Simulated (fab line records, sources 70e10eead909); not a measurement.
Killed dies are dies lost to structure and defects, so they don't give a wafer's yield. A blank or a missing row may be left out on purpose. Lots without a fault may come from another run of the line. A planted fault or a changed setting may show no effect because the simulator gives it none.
Which tool did it? | flow nand_harc | 24 lots, 72 wafers sampled, at 6 steps of a route of 1302

WHAT THE GAUGES READ, wafer by wafer
NHARC_P_M2_CD_MEAS_16.
lot  | measured     | on        | cd_nm (nm)
L074 | day 6 15:08  | cd_sem-03 | 169.2 167.8 170.7
L075 | day 6 22:55  | cd_sem-03 | 168.9 170.5 168.2
L076 | day 7 03:12  | cd_sem-03 | 168.4 168.8 169.1
L077 | day 7 22:02  | cd_sem-01 | 171.5 169.2 170.8
L078 | day 7 23:09  | cd_sem-02 | 169.9 167.6 171.3
L079 | day 8 16:32  | cd_sem-01 | 168.8 169.0 169.4
L080 | day 8 21:54  | cd_sem-02 | 170.1 169.1 169.2
L081 | day 9 08:17  | cd_sem-03 | 167.7 167.3 170.5
L082 | day 9 15:53  | cd_sem-03 | 169.2 168.0 170.3
L083 | day 10 09:33 | cd_sem-03 | 169.7 169.9 170.1
L084 | day 10 16:28 | cd_sem-03 | 168.9 170.3 170.8
L085 | day 11 01:45 | cd_sem-03 | 167.7 169.0 168.3
L086 | day 11 07:17 | cd_sem-03 | 167.6 171.0 168.4
L087 | day 12 06:46 | cd_sem-02 | 168.7 169.2 169.6
L088 | day 12 08:37 | cd_sem-03 | 171.1 169.5 169.7
L089 | day 12 12:01 | cd_sem-03 | 167.8 169.7 169.4
L090 | day 13 03:26 | cd_sem-02 | 168.5 168.9 166.9
L091 | day 13 08:47 | cd_sem-01 | 169.2 170.7 170.6
L092 | day 14 01:59 | cd_sem-03 | 170.9 170.3 170.7
L093 | day 14 02:11 | cd_sem-02 | 169.4 169.4 169.4
L094 | day 14 22:50 | cd_sem-03 | 169.3 168.7 169.2
L095 | day 15 02:24 | cd_sem-03 | 169.4 170.1 170.6
L096 | day 15 15:33 | cd_sem-03 | 169.8 169.4 171.1
L097 | day 16 07:26 | cd_sem-02 | 167.3 169.2 167.9

NHARC_P_BONDPAD_OVL_MEAS_38.
lot  | measured     | on         | overlay_x_nm (nm) | overlay_y_nm (nm)
L074 | day 6 19:25  | overlay-02 | -2 -2 -2          | 5 5 5
L075 | day 7 03:14  | overlay-01 | 0 1 1             | -2 -2 -2
L076 | day 7 07:16  | overlay-02 | 7 7 7             | 12 12 12
L077 | day 8 02:16  | overlay-01 | 6 5 5             | -1 -1 -1
L078 | day 8 03:36  | overlay-02 | -1 -1 0           | -7 -7 -7
L079 | day 8 20:40  | overlay-02 | 4 5 4             | -1 -1 -1
L080 | day 9 04:07  | overlay-02 | -8 -9 -9          | 1 1 1
L081 | day 9 12:26  | overlay-01 | 0 0 0             | 3 3 3
L082 | day 9 20:05  | overlay-02 | -1 -1 -1          | 6 6 5
L083 | day 10 13:51 | overlay-02 | 8 8 7             | -4 -3 -3
L084 | day 10 20:37 | overlay-01 | -2 -2 -1          | 13 14 13
L085 | day 11 05:55 | overlay-01 | 0 0 1             | 5 5 5
L086 | day 11 11:28 | overlay-01 | -12 -12 -12       | 22 22 22
L087 | day 12 10:53 | overlay-02 | 0 0 0             | 1 1 1
L088 | day 12 12:54 | overlay-01 | -1 -1 -1          | 2 2 2
L089 | day 12 16:01 | overlay-02 | -2 -2 -2          | 9 9 9
L090 | day 13 07:35 | overlay-02 | -4 -5 -4          | 4 3 4
L091 | day 13 12:55 | overlay-02 | -4 -4 -3          | -6 -5 -6
L092 | day 14 06:09 | overlay-01 | -3 -4 -3          | -2 -1 -2
L093 | day 14 06:29 | overlay-02 | 3 3 4             | 2 2 2
L094 | day 15 02:58 | overlay-02 | -3 -3 -3          | 2 2 1
L095 | day 15 06:25 | overlay-01 | 5 5 5             | -6 -6 -6
L096 | day 15 19:53 | overlay-02 | 3 3 3             | 5 5 3
L097 | day 16 11:38 | overlay-02 | 12 12 12          | 4 3 3

NHARC_P_BONDPAD_CD_MEAS_13.
lot  | measured     | on        | cd_nm (nm)
L074 | day 6 19:53  | cd_sem-02 | 504.7 500.3 499.1
L075 | day 7 03:41  | cd_sem-02 | 495.2 500.1 496.4
L076 | day 7 07:43  | cd_sem-01 | 496.5 497.2 499.2
L077 | day 8 02:44  | cd_sem-03 | 499.5 496.2 503.2
L078 | day 8 04:04  | cd_sem-01 | 500.5 494.9 503.3
L079 | day 8 21:06  | cd_sem-03 | 504.7 507.3 505.5
L080 | day 9 04:34  | cd_sem-02 | 500.3 501.2 498.7
L081 | day 9 12:53  | cd_sem-01 | 498.3 504.9 497.4
L082 | day 9 20:31  | cd_sem-02 | 500.7 504.8 502.8
L083 | day 10 14:17 | cd_sem-03 | 497.6 505.5 503.9
L084 | day 10 21:04 | cd_sem-02 | 498.0 498.9 497.5
L085 | day 11 06:22 | cd_sem-03 | 499.8 494.9 497.9
L086 | day 11 11:55 | cd_sem-03 | 498.0 499.2 498.5
L087 | day 12 11:19 | cd_sem-03 | 502.4 503.9 501.7
L088 | day 12 13:20 | cd_sem-01 | 499.0 499.6 503.2
L089 | day 12 16:30 | cd_sem-01 | 501.1 499.2 501.3
L090 | day 13 08:01 | cd_sem-03 | 498.7 498.6 500.0
L091 | day 13 13:25 | cd_sem-03 | 494.2 498.7 499.7
L092 | day 14 06:35 | cd_sem-01 | 504.1 497.6 501.9
L093 | day 14 06:56 | cd_sem-01 | 500.0 499.6 498.8
L094 | day 15 03:25 | cd_sem-01 | 497.4 503.9 497.7
L095 | day 15 06:52 | cd_sem-03 | 501.4 504.2 502.2
L096 | day 15 20:20 | cd_sem-03 | 498.7 501.0 502.8
L097 | day 16 12:05 | cd_sem-03 | 498.6 501.2 497.6

WHICH TOOL RAN EACH LOT (tool, then ch and the chambers of the sampled wafers, then the start)
lot  | NHARC_P_M0_PVD_20                       | NHARC_P_M1_DEGAS_29          | NHARC_P_M2_PVD_21
L074 | pvd_sputter-03, day 6 11:35 or earlier  | pvd_sputter-01, day 6 11:35  | pvd_sputter-02, day 6 19:25 or earlier
L075 | pvd_sputter-02, day 6 19:30 or earlier  | pvd_sputter-03, day 6 19:30  | pvd_sputter-02, day 7 03:14 or earlier
L076 | pvd_sputter-02, day 6 23:46 or earlier  | pvd_sputter-01, day 6 23:46  | pvd_sputter-02, day 7 07:16 or earlier
L077 | pvd_sputter-03, day 7 18:26 or earlier  | pvd_sputter-02, day 7 18:26  | pvd_sputter-01, day 8 02:16 or earlier
L078 | pvd_sputter-01, day 7 19:33 or earlier  | pvd_sputter-03, day 7 19:33  | pvd_sputter-02, day 8 03:36 or earlier
L079 | pvd_sputter-01, day 8 13:06 or earlier  | pvd_sputter-01, day 8 13:06  | pvd_sputter-02, day 8 20:40 or earlier
L080 | pvd_sputter-02, day 8 18:29 or earlier  | pvd_sputter-03, day 8 18:29  | pvd_sputter-02, day 9 04:07 or earlier
L081 | pvd_sputter-01, day 9 04:43 or earlier  | pvd_sputter-01, day 9 04:43  | pvd_sputter-02, day 9 09:14
L082 | pvd_sputter-03, day 9 12:26 or earlier  | pvd_sputter-02, day 9 12:26  | pvd_sputter-01, day 9 20:05 or earlier
L083 | pvd_sputter-02, day 10 06:14 or earlier | pvd_sputter-03, day 10 06:14 | pvd_sputter-03, day 10 13:51 or earlier
L084 | pvd_sputter-03, day 10 13:08 or earlier | pvd_sputter-03, day 10 13:08 | pvd_sputter-02, day 10 20:37 or earlier
L085 | pvd_sputter-03, day 10 22:19 or earlier | pvd_sputter-03, day 10 22:19 | pvd_sputter-02, day 11 05:55 or earlier
L086 | pvd_sputter-02, day 11 03:52 or earlier | pvd_sputter-01, day 11 03:52 | pvd_sputter-01, day 11 11:28 or earlier
L087 | pvd_sputter-03, day 12 03:20 or earlier | pvd_sputter-01, day 12 03:20 | pvd_sputter-01, day 12 10:53 or earlier
L088 | pvd_sputter-03, day 12 04:55 or earlier | pvd_sputter-03, day 12 04:55 | pvd_sputter-01, day 12 12:54 or earlier
L089 | pvd_sputter-02, day 12 08:36 or earlier | pvd_sputter-03, day 12 08:36 | pvd_sputter-03, day 12 16:01 or earlier
L090 | pvd_sputter-03, day 13 00:00 or earlier | pvd_sputter-01, day 13 00:00 | pvd_sputter-01, day 13 07:35 or earlier
L091 | pvd_sputter-02, day 13 05:20 or earlier | pvd_sputter-02, day 13 05:20 | pvd_sputter-03, day 13 12:55 or earlier
L092 | pvd_sputter-03, day 13 22:31 or earlier | pvd_sputter-02, day 13 22:31 | pvd_sputter-03, day 14 06:09 or earlier
L093 | pvd_sputter-01, day 13 22:43 or earlier | pvd_sputter-01, day 13 22:43 | pvd_sputter-02, day 14 06:29 or earlier
L094 | pvd_sputter-01, day 14 19:30 or earlier | pvd_sputter-02, day 14 19:30 | pvd_sputter-01, day 15 02:58 or earlier
L095 | pvd_sputter-03, day 14 22:55 or earlier | pvd_sputter-03, day 14 22:55 | pvd_sputter-03, day 15 06:25 or earlier
L096 | pvd_sputter-01, day 15 12:06 or earlier | pvd_sputter-01, day 15 12:06 | pvd_sputter-02, day 15 19:53 or earlier
L097 | pvd_sputter-01, day 16 03:59 or earlier | pvd_sputter-01, day 16 03:59 | pvd_sputter-02, day 16 11:38 or earlier
- NHARC_P_M0_PVD_20: deposits TaN, target thk 5 nm, time 8.06 s.
- NHARC_P_M1_DEGAS_29: time 60 s.
- NHARC_P_M2_PVD_21: deposits Cu, target thk 30 nm, time 20.49 s.

WHAT THE TOOLS THEMSELVES READ (means of the sampled wafers that have a number; where no wafer has one, the mark that the record gives instead)
NHARC_P_M0_PVD_20.
lot  | tool           | throttle_valve_pct (%)
L074 | pvd_sputter-03 | 29.2
L075 | pvd_sputter-02 | 30.7
L076 | pvd_sputter-02 | 30.8
L077 | pvd_sputter-03 | 29.4
L078 | pvd_sputter-01 | 30.6
L079 | pvd_sputter-01 | 30.0
L080 | pvd_sputter-02 | 30.7
L081 | pvd_sputter-01 | 30.6
L082 | pvd_sputter-03 | 29.6
L083 | pvd_sputter-02 | 31.2
L084 | pvd_sputter-03 | 29.0
L085 | pvd_sputter-03 | 30.0
L086 | pvd_sputter-02 | 30.7
L087 | pvd_sputter-03 | 29.6
L088 | pvd_sputter-03 | 29.7
L089 | pvd_sputter-02 | 30.2
L090 | pvd_sputter-03 | 29.5
L091 | pvd_sputter-02 | 31.7
L092 | pvd_sputter-03 | 29.5
L093 | pvd_sputter-01 | 30.9
L094 | pvd_sputter-01 | 31.2
L095 | pvd_sputter-03 | 30.0
L096 | pvd_sputter-01 | 29.7
L097 | pvd_sputter-01 | 30.3

NHARC_P_M1_DEGAS_29.
lot  | tool           | heater_power_w (W) | susceptor_temp_C (C)
L074 | pvd_sputter-01 | 326                | 250.06
L075 | pvd_sputter-03 | 347                | 249.85
L076 | pvd_sputter-01 | 332                | 249.93
L077 | pvd_sputter-02 | 314                | 250.22
L078 | pvd_sputter-03 | 341                | 250.13
L079 | pvd_sputter-01 | 347                | 249.98
L080 | pvd_sputter-03 | 361                | 250.07
L081 | pvd_sputter-01 | 343                | 250.00
L082 | pvd_sputter-02 | 311                | 249.94
L083 | pvd_sputter-03 | 341                | 250.16
L084 | pvd_sputter-03 | 359                | 250.04
L085 | pvd_sputter-03 | 363                | 250.01
L086 | pvd_sputter-01 | 306                | 249.97
L087 | pvd_sputter-01 | 319                | 250.09
L088 | pvd_sputter-03 | 352                | 250.01
L089 | pvd_sputter-03 | 350                | 250.17
L090 | pvd_sputter-01 | 312                | 249.85
L091 | pvd_sputter-02 | 294                | 250.01
L092 | pvd_sputter-02 | 334                | 249.96
L093 | pvd_sputter-01 | 295                | 250.05
L094 | pvd_sputter-02 | 328                | 249.96
L095 | pvd_sputter-03 | 340                | 249.95
L096 | pvd_sputter-01 | 325                | 249.82
L097 | pvd_sputter-01 | 329                | 250.07

NHARC_P_M2_PVD_21.
lot  | tool           | throttle_valve_pct (%)
L074 | pvd_sputter-02 | 30.7
L075 | pvd_sputter-02 | 31.5
L076 | pvd_sputter-02 | 30.3
L077 | pvd_sputter-01 | 30.1
L078 | pvd_sputter-02 | 30.6
L079 | pvd_sputter-02 | 31.0
L080 | pvd_sputter-02 | 31.2
L081 | pvd_sputter-02 | 30.3
L082 | pvd_sputter-01 | 30.7
L083 | pvd_sputter-03 | 29.8
L084 | pvd_sputter-02 | 31.6
L085 | pvd_sputter-02 | 31.4
L086 | pvd_sputter-01 | 30.5
L087 | pvd_sputter-01 | 30.4
L088 | pvd_sputter-01 | 30.7
L089 | pvd_sputter-03 | 30.1
L090 | pvd_sputter-01 | 31.2
L091 | pvd_sputter-03 | 29.3
L092 | pvd_sputter-03 | 29.5
L093 | pvd_sputter-02 | 30.8
L094 | pvd_sputter-01 | 30.7
L095 | pvd_sputter-03 | 29.2
L096 | pvd_sputter-02 | 31.1
L097 | pvd_sputter-02 | 30.9

THE ANSWER, worked out from the rows above alone
Rule: what is usual is taken from the lots themselves. Put in order of their means at a reading, lots are off if they are a third of the lots or fewer, leave a main group of 4 or more, and stand apart from it by a gap of 3 or more times the standard deviation of the main group's means; of several such gaps the widest counts. A main group whose means are all the same, to the digits that the tables above print for the reading, isn't used. A lot without any number at a reading at which 4 lots or more have one is off too. The other lots that the step has rows for count as sound. The gauges are gone through in route order, then the tools' own readings, and for those a lot's mean is taken as printed above. The first step at which some lot is off is used, and at that step the reading that is off furthest; a lot without a number counts as furthest.
No lot is off at any reading shown: from this, nothing can be told.

WHAT THE SIMULATOR HAD PUT IN
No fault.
